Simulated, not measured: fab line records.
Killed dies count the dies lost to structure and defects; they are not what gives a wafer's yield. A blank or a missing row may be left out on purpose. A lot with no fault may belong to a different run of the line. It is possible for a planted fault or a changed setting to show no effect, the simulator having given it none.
A single fault, viewed from 2 desks | flow n5Finfet | numbers are kept per desk, each desk with only its own; the story behind them comes last

## TOOL OWNER'S DESK, cvdCo-02
The tool's own readings at N5_BEOL_M5_CO_CAP_78 (material Co, precursor CCTBA/H2, target thk 2 nm, time 102.1 s): means of the sampled wafers that have a number, for each lot that ran on this tool. The brackets show how far a lot's mean lies from the usual mean; more than 4 standard deviations puts the lot out of limits, marked OUT.
Columns: A = heaterPowerW at N5_BEOL_M5_CO_CAP_78, usual 224 W; B = runLengthS at N5_BEOL_M5_CO_CAP_78, usual 125.4 s
lot  | first seen here | A   | B
L104 | day 8 20:31     | 227 | 125.0
L120 | day 13 10:31    | 212 | 118.0 (-13) OUT
This desk's verdict: out of limits on L120, starting with L120 at day 13 10:31 (runLengthS at N5_BEOL_M5_CO_CAP_78). Within limits: L104.

## METROLOGY DESK
Means of the sampled wafers that have a number, per lot and without regard to the tool the lot ran on: this is what the gauges read. The brackets show how far a lot's mean lies from the usual mean; more than 4 standard deviations puts the lot out of limits, marked OUT.
Columns: A = M5_THK at N5_BEOL_M5_THK_MEAS_53, usual 62.6 nm
lot  | first seen here | A
L101 | day 8 19:46     | 64.2
L104 | day 8 20:19     | 62.5
L107 | day 9 20:08     | 62.4
L120 | day 13 10:26    | 64.8
L124 | day 14 11:08    | 62.6
Result from this desk: across the 5 lots, nothing is out of limits.

## ALL TOGETHER
At day 13 10:31, on L120, the tool owner's desk was in a position to raise an alarm.
Metrology desk: nothing out of limits seen.
The metrology desk has L120 on record, within its limits.
Every lot named ran N5_BEOL_M5_CO_CAP_78 on cvdCo-02.

## WHAT WAS PUT IN BY THE SIMULATOR
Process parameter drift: cvdCo-02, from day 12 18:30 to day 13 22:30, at N5_BEOL_M5_CO_CAP_78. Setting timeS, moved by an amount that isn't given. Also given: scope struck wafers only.
Lots struck among those shown: L120.
Hours from the fault's start to each desk's first reading out of limits: the tool owner's desk, 16.
